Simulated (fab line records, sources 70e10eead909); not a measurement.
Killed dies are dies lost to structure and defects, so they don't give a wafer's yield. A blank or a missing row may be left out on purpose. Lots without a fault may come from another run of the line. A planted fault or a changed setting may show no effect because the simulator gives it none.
Which tool did it? | flow nand_harc | 23 lots, 69 wafers sampled, at 6 steps of a route of 1159

WHAT THE GAUGES READ, wafer by wafer
The record holds no reading of a measuring or inspecting step that can be judged against a usual standard deviation.

WHICH TOOL RAN EACH LOT (tool, then ch and the chambers of the sampled wafers, then the start)
lot  | NHARC_A_STAIRCASE_ETCH_13                     | NHARC_A_STAIRCASE_TRIM_26                     | NHARC_A_STAIRCASE_DESCUM_186       | NHARC_A_STAIRCASE_ETCH_192                    | NHARC_A_STAIRCASE_TRIM_196         | NHARC_A_STAIRCASE_ETCH_197
L074 | rie_diel-11 ch 1,2,3, day 10 21:35 or earlier | rie_diel-13 ch 0,2, day 10 21:35 or earlier   | rie_diel-11 ch 1,2, day 10 21:35   | rie_diel-11 ch 0,3, day 10 22:43 or earlier   | rie_diel-11 ch 0,1,3, day 10 22:43 | rie_diel-11 ch 0,3, no start
L076 | rie_diel-11 ch 1,2, day 11 09:04 or earlier   | rie_diel-07 ch 0,3, day 11 09:04 or earlier   | rie_diel-13 ch 2,3, day 11 09:04   | rie_diel-13 ch 0,3, day 11 10:25 or earlier   | rie_diel-11 ch 0,1, day 11 10:25   | rie_diel-11 ch 2,3, no start
L077 | rie_diel-11 ch 0,1,3, day 11 09:37 or earlier | rie_diel-11 ch 0,3, day 11 09:37 or earlier   | rie_diel-13 ch 2,3, day 11 09:37   | rie_diel-13 ch 1,2, day 11 10:59 or earlier   | rie_diel-07 ch 0,1,2, day 11 10:59 | rie_diel-07 ch 0,1, no start
L075 | rie_diel-11 ch 0,1,3, day 11 13:02 or earlier | rie_diel-11 ch 1,2,3, day 11 13:02 or earlier | rie_diel-07 ch 1,2,3, day 11 13:02 | rie_diel-07 ch 0,1,3, day 11 14:20 or earlier | rie_diel-11 ch 0,1, day 11 14:20   | rie_diel-11 ch 0,1,2, no start
L078 | rie_diel-11 ch 0,1,2, day 11 16:05 or earlier | rie_diel-13 ch 1,2, day 11 16:05 or earlier   | rie_diel-11 ch 1,3, day 11 16:05   | rie_diel-11 ch 0,1, day 11 17:27 or earlier   | rie_diel-13 ch 1,2,3, day 11 17:27 | rie_diel-13 ch 0,1,3, no start
L080 | rie_diel-07 ch 2,3, day 12 07:10 or earlier   | rie_diel-07 ch 0,3, day 12 07:10 or earlier   | rie_diel-11 ch 1,2,3, day 12 07:10 | rie_diel-11 ch 0,1, day 12 08:56 or earlier   | rie_diel-11 ch 0,2,3, day 12 08:56 | rie_diel-11 ch 1,2, no start
L081 | rie_diel-11 ch 0,1,2, day 12 07:36 or earlier | rie_diel-11 ch 1,2,3, day 12 07:36 or earlier | rie_diel-11 ch 0,1,3, day 12 07:36 | rie_diel-11 ch 0,1,3, day 12 09:29 or earlier | rie_diel-07 ch 1,3, day 12 09:29   | rie_diel-07 ch 0,3, no start
L082 | rie_diel-11 ch 0,1,2, day 12 21:14 or earlier | rie_diel-11 ch 0,1,2, day 12 21:14 or earlier | rie_diel-11 ch 0,1,3, day 12 21:14 | rie_diel-11 ch 1,2, day 12 22:31 or earlier   | rie_diel-11 ch 1,2,3, day 12 22:31 | rie_diel-11 ch 0,2,3, no start
L083 | rie_diel-11 ch 0,3, day 13 14:33 or earlier   | rie_diel-11 ch 0,1, day 13 14:33 or earlier   | rie_diel-11 ch 1,2, day 13 14:33   | rie_diel-11 ch 0,1, day 13 15:44 or earlier   | rie_diel-07 ch 0,2,3, day 13 15:44 | rie_diel-07 ch 0,2,3, no start
L086 | rie_diel-07 ch 0,1,2, day 14 03:36 or earlier | rie_diel-07 ch 0,1,2, day 14 03:36 or earlier | rie_diel-07 ch 2,3, day 14 03:36   | rie_diel-07 ch 1,2,3, day 14 04:47 or earlier | rie_diel-07 ch 1,2, day 14 04:47   | rie_diel-07 ch 0,2,3, no start
L084 | rie_diel-13 ch 1,2, day 14 03:55 or earlier   | rie_diel-07 ch 1,2,3, day 14 03:55 or earlier | rie_diel-11 ch 0,1, day 14 03:55   | rie_diel-11 ch 0,1, day 14 05:07 or earlier   | rie_diel-11 ch 0,3, day 14 05:07   | rie_diel-11 ch 2,3, no start
L088 | rie_diel-13 ch 1,2,3, day 14 04:18 or earlier | rie_diel-13 ch 0,1, day 14 04:18 or earlier   | rie_diel-07 ch 0,2,3, day 14 04:18 | rie_diel-07 ch 0,1,2, day 14 05:38 or earlier | rie_diel-11 ch 0,3, day 14 05:38   | rie_diel-11 ch 0,3, no start
L085 | rie_diel-11 ch 0,1,2, day 14 07:29 or earlier | rie_diel-13 ch 0,1,3, day 14 07:29 or earlier | rie_diel-11 ch 0,1,2, day 14 07:29 | rie_diel-11 ch 0,1,3, day 14 10:52 or earlier | rie_diel-07 ch 0,1,2, day 14 10:52 | rie_diel-07 ch 1,2,3, no start
L087 | rie_diel-11 ch 1,3, day 14 12:22 or earlier   | rie_diel-11 ch 0,1,3, day 14 12:22 or earlier | rie_diel-13 ch 0,1,3, day 14 12:22 | rie_diel-13 ch 1,2,3, day 14 13:37 or earlier | rie_diel-13 ch 2,3, day 14 13:37   | rie_diel-13 ch 0,1,3, no start
L089 | rie_diel-11 ch 0,3, day 14 16:48 or earlier   | rie_diel-13 ch 0,1, day 14 16:48 or earlier   | rie_diel-13 ch 0,1,3, day 14 16:48 | rie_diel-13 ch 0,1, day 14 19:40 or earlier   | rie_diel-07 ch 0,1,2, day 14 19:40 | rie_diel-07 ch 2,3, no start
L090 | rie_diel-11 ch 1,2,3, day 14 16:53 or earlier | rie_diel-11 ch 1,2,3, day 14 16:53 or earlier | rie_diel-11 ch 0,2,3, day 14 16:53 | rie_diel-11 ch 0,2,3, day 14 18:17 or earlier | rie_diel-11 ch 1,3, day 14 18:17   | rie_diel-11 ch 2,3, no start
L091 | rie_diel-07 ch 1,2,3, day 15 01:50 or earlier | rie_diel-07 ch 1,2,3, day 15 01:50 or earlier | rie_diel-11 ch 0,1,3, day 15 01:50 | rie_diel-11 ch 0,2,3, day 15 03:08 or earlier | rie_diel-07 ch 0,1,3, day 15 03:08 | rie_diel-07 ch 0,1,2, no start
L093 | rie_diel-11 ch 0,2, day 15 00:19 or earlier   | rie_diel-11 ch 0,2,3, day 15 00:19 or earlier | rie_diel-07 ch 1,2, day 15 00:19   | rie_diel-07 ch 0,2,3, day 15 01:28 or earlier | rie_diel-13 ch 1,3, day 15 01:28   | rie_diel-13 ch 1,2,3, no start
L092 | rie_diel-13 ch 0,2, day 15 03:52 or earlier   | rie_diel-11 ch 0,2, day 15 03:52 or earlier   | rie_diel-13 ch 0,1,3, day 15 03:52 | rie_diel-13 ch 1,2,3, day 15 05:06 or earlier | rie_diel-13 ch 2,3, day 15 05:06   | rie_diel-13 ch 0,1, no start
L095 | rie_diel-07 ch 2,3, day 16 02:59 or earlier   | rie_diel-13 ch 0,1,2, day 16 02:59 or earlier | rie_diel-13 ch 1,2, day 16 02:59   | rie_diel-13 ch 1,2, day 16 04:10 or earlier   | rie_diel-13 ch 0,2, day 16 04:10   | rie_diel-13 ch 0,1,2, no start
L096 | rie_diel-13 ch 0,2,3, day 16 05:49 or earlier | rie_diel-11 ch 0,1,3, day 16 05:49 or earlier | rie_diel-11 ch 0,1,2, day 16 05:49 | rie_diel-11 ch 0,1,3, day 16 06:55 or earlier | rie_diel-07 ch 1,2, day 16 06:55   | rie_diel-07 ch 0,1, no start
L094 | rie_diel-07 ch 0,2, day 16 12:10 or earlier   | rie_diel-13 ch 0,1,3, day 16 12:10 or earlier | rie_diel-07 ch 1,2, day 16 12:10   | rie_diel-07 ch 0,1,2, day 16 13:54 or earlier | rie_diel-07 ch 0,1, day 16 13:54   | rie_diel-07 ch 0,1, no start
L097 | rie_diel-13 ch 0,3, day 16 16:10 or earlier   | rie_diel-13 ch 1,3, day 16 16:10 or earlier   | rie_diel-11 ch 0,1,2, day 16 16:10 | rie_diel-11 ch 0,2,3, day 16 17:16 or earlier | rie_diel-07 ch 2,3, day 16 17:16   | rie_diel-07 ch 0,1,3, no start
- NHARC_A_STAIRCASE_ETCH_13: etches the open film in C4F8/O2, target depth 100 nm, time 40.5 s.
- NHARC_A_STAIRCASE_TRIM_26: chemistry O2, time 211.2 s.
- NHARC_A_STAIRCASE_DESCUM_186: chemistry O2, time 3 s.
- NHARC_A_STAIRCASE_ETCH_192: etches the open film in C4F8/O2, target depth 100 nm, time 40.5 s.
- NHARC_A_STAIRCASE_TRIM_196: chemistry O2, time 211.2 s.
- NHARC_A_STAIRCASE_ETCH_197: etches the open film in C4F8/O2, target depth 100 nm, time 40.5 s.

WHAT THE TOOLS THEMSELVES READ (means of the sampled wafers that have a number; where no wafer has one, the mark that the record gives instead)
NHARC_A_STAIRCASE_ETCH_13.
lot  | tool        | oes_product_au (a.u.) | rf_fwd_power_W (W) | rf_vpp_V (V)
L074 | rie_diel-11 | 0.948                 | 590                | 899
L076 | rie_diel-11 | 0.933                 | 587                | 900
L077 | rie_diel-11 | 0.931                 | 591                | 896
L075 | rie_diel-11 | 0.962                 | 589                | 895
L078 | rie_diel-11 | 0.933                 | 590                | 897
L080 | rie_diel-07 | 0.950                 | 591                | 898
L081 | rie_diel-11 | 0.957                 | 589                | 896
L082 | rie_diel-11 | 0.959                 | 588                | 897
L083 | rie_diel-11 | 0.926                 | 590                | 893
L086 | rie_diel-07 | 0.922                 | 590                | 896
L084 | rie_diel-13 | 0.935                 | 594                | 901
L088 | rie_diel-13 | 0.932                 | 591                | 902
L085 | rie_diel-11 | 0.959                 | 589                | 896
L087 | rie_diel-11 | 0.952                 | 588                | 898
L089 | rie_diel-11 | 0.939                 | 589                | 890
L090 | rie_diel-11 | 0.922                 | 590                | 899
L091 | rie_diel-07 | 0.939                 | 590                | 897
L093 | rie_diel-11 | 0.936                 | 587                | 895
L092 | rie_diel-13 | 0.945                 | 594                | 902
L095 | rie_diel-07 | 0.959                 | 591                | 896
L096 | rie_diel-13 | 0.954                 | 595                | 903
L094 | rie_diel-07 | 0.939                 | 589                | 895
L097 | rie_diel-13 | 0.929                 | 595                | 904

NHARC_A_STAIRCASE_TRIM_26.
lot  | tool        | drypump_motor_current_A (A) | oes_product_au (a.u.) | rf_vpp_V (V) | showerhead_plenum_p_Torr (Torr) | throttle_valve_pct (%)
L074 | rie_diel-13 | 5.9                         | 0.993                 | 58.4         | 3.74                            | 17.029
L076 | rie_diel-07 | 6.2                         | 0.990                 | 57.3         | 3.53                            | 17.042
L077 | rie_diel-11 | 5.8                         | 0.992                 | 58.1         | 3.46                            | 17.035
L075 | rie_diel-11 | 6.2                         | 1.003                 | 58.7         | 3.61                            | 17.030
L078 | rie_diel-13 | 5.9                         | 0.994                 | 57.8         | 3.71                            | 17.043
L080 | rie_diel-07 | 6.0                         | 0.997                 | 57.2         | 3.56                            | 17.031
L081 | rie_diel-11 | 6.2                         | 1.006                 | 58.0         | 3.61                            | 17.043
L082 | rie_diel-11 | 6.1                         | 1.013                 | 57.1         | 3.54                            | 17.032
L083 | rie_diel-11 | 5.7                         | 1.012                 | 57.8         | 3.43                            | 17.031
L086 | rie_diel-07 | 6.1                         | 0.998                 | 57.7         | 3.52                            | 17.032
L084 | rie_diel-07 | 5.9                         | 1.003                 | 58.3         | 3.55                            | 17.036
L088 | rie_diel-13 | 5.6                         | 0.993                 | 58.0         | 3.71                            | 17.035
L085 | rie_diel-13 | 5.6                         | 1.005                 | 58.7         | 3.72                            | 17.044
L087 | rie_diel-11 | 5.9                         | 1.010                 | 58.0         | 3.49                            | 17.029
L089 | rie_diel-13 | 5.6                         | 0.999                 | 58.3         | 3.71                            | 17.040
L090 | rie_diel-11 | 6.3                         | 1.001                 | 57.5         | 3.60                            | 17.050
L091 | rie_diel-07 | 5.9                         | 1.002                 | 57.2         | 3.55                            | 17.039
L093 | rie_diel-11 | 6.0                         | 1.003                 | 57.7         | 3.48                            | 17.033
L092 | rie_diel-11 | 6.2                         | 1.008                 | 57.6         | 3.52                            | 17.037
L095 | rie_diel-13 | 5.7                         | 0.999                 | 58.4         | 3.71                            | 17.043
L096 | rie_diel-11 | 5.9                         | 1.008                 | 57.5         | 3.48                            | 17.023
L094 | rie_diel-13 | 5.6                         | 0.992                 | 57.2         | 3.71                            | 17.037
L097 | rie_diel-13 | 5.6                         | 1.001                 | 57.5         | 3.69                            | 17.043

NHARC_A_STAIRCASE_DESCUM_186.
lot  | tool        | drypump_motor_current_A (A) | oes_product_au (a.u.) | rf_vpp_V (V) | showerhead_plenum_p_Torr (Torr) | throttle_valve_pct (%)
L074 | rie_diel-11 | 6.4                         | 1.009                 | 58.0         | 1.99                            | 11.316
L076 | rie_diel-13 | 5.7                         | 1.007                 | 58.3         | 2.02                            | 11.312
L077 | rie_diel-13 | 5.9                         | 0.995                 | 58.1         | 2.02                            | 11.320
L075 | rie_diel-07 | 5.9                         | 1.009                 | 57.5         | 1.93                            | 11.305
L078 | rie_diel-11 | 6.2                         | 0.997                 | 58.0         | 1.97                            | 11.315
L080 | rie_diel-11 | 6.2                         | 1.009                 | 58.2         | 1.96                            | 11.317
L081 | rie_diel-11 | 5.9                         | 1.002                 | 57.5         | 1.90                            | 11.307
L082 | rie_diel-11 | 5.9                         | 1.009                 | 57.6         | 1.90                            | 11.316
L083 | rie_diel-11 | 6.3                         | 1.014                 | 57.9         | 1.98                            | 11.312
L086 | rie_diel-07 | 5.9                         | 1.019                 | 56.8         | 1.93                            | 11.312
L084 | rie_diel-11 | 6.0                         | 1.022                 | 57.4         | 1.92                            | 11.313
L088 | rie_diel-07 | 6.0                         | 0.999                 | 58.0         | 1.92                            | 11.316
L085 | rie_diel-11 | 6.1                         | 1.025                 | 57.3         | 1.92                            | 11.313
L087 | rie_diel-13 | 5.6                         | 0.997                 | 58.8         | 2.02                            | 11.315
L089 | rie_diel-13 | 5.6                         | 1.005                 | 58.4         | 2.02                            | 11.316
L090 | rie_diel-11 | 5.9                         | 1.003                 | 57.7         | 1.89                            | 11.315
L091 | rie_diel-11 | 5.9                         | 1.012                 | 58.0         | 1.89                            | 11.312
L093 | rie_diel-07 | 5.9                         | 1.014                 | 57.1         | 1.91                            | 11.308
L092 | rie_diel-13 | 5.6                         | 0.995                 | 57.5         | 2.02                            | 11.317
L095 | rie_diel-13 | 5.7                         | 1.011                 | 59.1         | 2.00                            | 11.314
L096 | rie_diel-11 | 6.1                         | 1.010                 | 57.2         | 1.91                            | 11.304
L094 | rie_diel-07 | 6.0                         | 1.008                 | 58.5         | 1.91                            | 11.306
L097 | rie_diel-11 | 6.0                         | 1.013                 | 57.7         | 1.91                            | 11.314

NHARC_A_STAIRCASE_ETCH_192.
lot  | tool        | oes_product_au (a.u.) | rf_fwd_power_W (W) | rf_vpp_V (V)
L074 | rie_diel-11 | 0.946                 | 591                | 894
L076 | rie_diel-13 | 0.931                 | 593                | 904
L077 | rie_diel-13 | 0.931                 | 591                | 902
L075 | rie_diel-07 | 0.935                 | 594                | 896
L078 | rie_diel-11 | 0.941                 | 586                | 897
L080 | rie_diel-11 | 0.928                 | 586                | 897
L081 | rie_diel-11 | 0.944                 | 587                | 895
L082 | rie_diel-11 | 0.953                 | 591                | 900
L083 | rie_diel-11 | 0.958                 | 589                | 892
L086 | rie_diel-07 | 0.945                 | 590                | 897
L084 | rie_diel-11 | 0.948                 | 585                | 896
L088 | rie_diel-07 | 0.940                 | 591                | 895
L085 | rie_diel-11 | 0.936                 | 589                | 894
L087 | rie_diel-13 | 0.945                 | 593                | 902
L089 | rie_diel-13 | 0.944                 | 593                | 903
L090 | rie_diel-11 | 0.945                 | 592                | 893
L091 | rie_diel-11 | 0.941                 | 587                | 895
L093 | rie_diel-07 | 0.951                 | 592                | 896
L092 | rie_diel-13 | 0.945                 | 590                | 901
L095 | rie_diel-13 | 0.951                 | 595                | 901
L096 | rie_diel-11 | 0.960                 | 590                | 894
L094 | rie_diel-07 | 0.949                 | 592                | 896
L097 | rie_diel-11 | 0.956                 | 589                | 894

NHARC_A_STAIRCASE_TRIM_196.
lot  | tool        | drypump_motor_current_A (A) | oes_product_au (a.u.) | rf_vpp_V (V) | showerhead_plenum_p_Torr (Torr) | throttle_valve_pct (%)
L074 | rie_diel-11 | 5.9                         | 1.010                 | 57.9         | 3.51                            | 17.043
L076 | rie_diel-11 | 6.0                         | 1.015                 | 57.4         | 3.56                            | 17.035
L077 | rie_diel-07 | 6.1                         | 1.010                 | 58.3         | 3.53                            | 17.044
L075 | rie_diel-11 | 6.0                         | 1.013                 | 57.1         | 3.55                            | 17.046
L078 | rie_diel-13 | 5.8                         | 1.003                 | 58.1         | 3.71                            | 17.031
L080 | rie_diel-11 | 5.9                         | 1.005                 | 58.0         | 3.49                            | 17.032
L081 | rie_diel-07 | 5.9                         | 0.993                 | 58.4         | 3.57                            | 17.041
L082 | rie_diel-11 | 6.2                         | 1.002                 | 57.3         | 3.61                            | 17.038
L083 | rie_diel-07 | 6.1                         | 0.999                 | 58.0         | 3.54                            | 17.031
L086 | rie_diel-07 | 6.0                         | 1.020                 | 58.0         | 3.53                            | 17.037
L084 | rie_diel-11 | 5.6                         | 1.014                 | 57.6         | 3.38                            | 17.033
L088 | rie_diel-11 | 5.6                         | 1.014                 | 56.9         | 3.38                            | 17.032
L085 | rie_diel-07 | 6.1                         | 0.998                 | 57.2         | 3.51                            | 17.045
L087 | rie_diel-13 | 5.7                         | 1.002                 | 58.5         | 3.70                            | 17.039
L089 | rie_diel-07 | 6.1                         | 0.999                 | 58.2         | 3.51                            | 17.040
L090 | rie_diel-11 | 6.1                         | 0.994                 | 58.2         | 3.56                            | 17.046
L091 | rie_diel-07 | 6.1                         | 0.999                 | 57.1         | 3.53                            | 17.036
L093 | rie_diel-13 | 5.6                         | 0.992                 | 58.9         | 3.70                            | 17.037
L092 | rie_diel-13 | 5.9                         | 1.017                 | 57.2         | 3.70                            | 17.037
L095 | rie_diel-13 | 5.9                         | 1.017                 | 57.7         | 3.71                            | 17.038
L096 | rie_diel-07 | 5.9                         | 1.012                 | 58.0         | 3.53                            | 17.043
L094 | rie_diel-07 | 6.2                         | 0.998                 | 57.3         | 3.49                            | 17.036
L097 | rie_diel-07 | 5.9                         | 1.016                 | 58.3         | 3.54                            | 17.036

NHARC_A_STAIRCASE_ETCH_197.
lot  | tool        | oes_product_au (a.u.) | rf_fwd_power_W (W) | rf_vpp_V (V)
L074 | rie_diel-11 | 0.944                 | 591                | 890
L076 | rie_diel-11 | 0.930                 | 590                | 898
L077 | rie_diel-07 | 0.976                 | 595                | 897
L075 | rie_diel-11 | 0.957                 | 589                | 896
L078 | rie_diel-13 | 0.920                 | 591                | 903
L080 | rie_diel-11 | 0.954                 | 591                | 901
L081 | rie_diel-07 | 0.960                 | 594                | 897
L082 | rie_diel-11 | 0.952                 | 589                | 894
L083 | rie_diel-07 | 0.973                 | 592                | 896
L086 | rie_diel-07 | 0.942                 | 591                | 897
L084 | rie_diel-11 | 0.952                 | 593                | 898
L088 | rie_diel-11 | 0.950                 | 590                | 893
L085 | rie_diel-07 | 0.952                 | 592                | 897
L087 | rie_diel-13 | 0.939                 | 594                | 903
L089 | rie_diel-07 | 0.977                 | 591                | 896
L090 | rie_diel-11 | 0.928                 | 593                | 895
L091 | rie_diel-07 | 0.987                 | 593                | 895
L093 | rie_diel-13 | 0.975                 | 592                | 901
L092 | rie_diel-13 | 0.930                 | 590                | 902
L095 | rie_diel-13 | 0.942                 | 593                | 902
L096 | rie_diel-07 | 0.963                 | 594                | 895
L094 | rie_diel-07 | 0.946                 | 592                | 896
L097 | rie_diel-07 | 0.973                 | 594                | 896

THE ANSWER, worked out from the rows above alone
Rule: what is usual is taken from the lots themselves. Put in order of their means at a reading, lots are off if they are a third of the lots or fewer, leave a main group of 4 or more, and stand apart from it by a gap of 3 or more times the standard deviation of the main group's means; of several such gaps the widest counts. A main group whose means are all the same, to the digits that the tables above print for the reading, isn't used. A lot without any number at a reading at which 4 lots or more have one is off too. The other lots that the step has rows for count as sound. The gauges are gone through in route order, then the tools' own readings, and for those a lot's mean is taken as printed above. The first step at which some lot is off is used, and at that step the reading that is off furthest; a lot without a number counts as furthest.
No lot is off at any reading shown: from this, nothing can be told.

WHAT THE SIMULATOR HAD PUT IN
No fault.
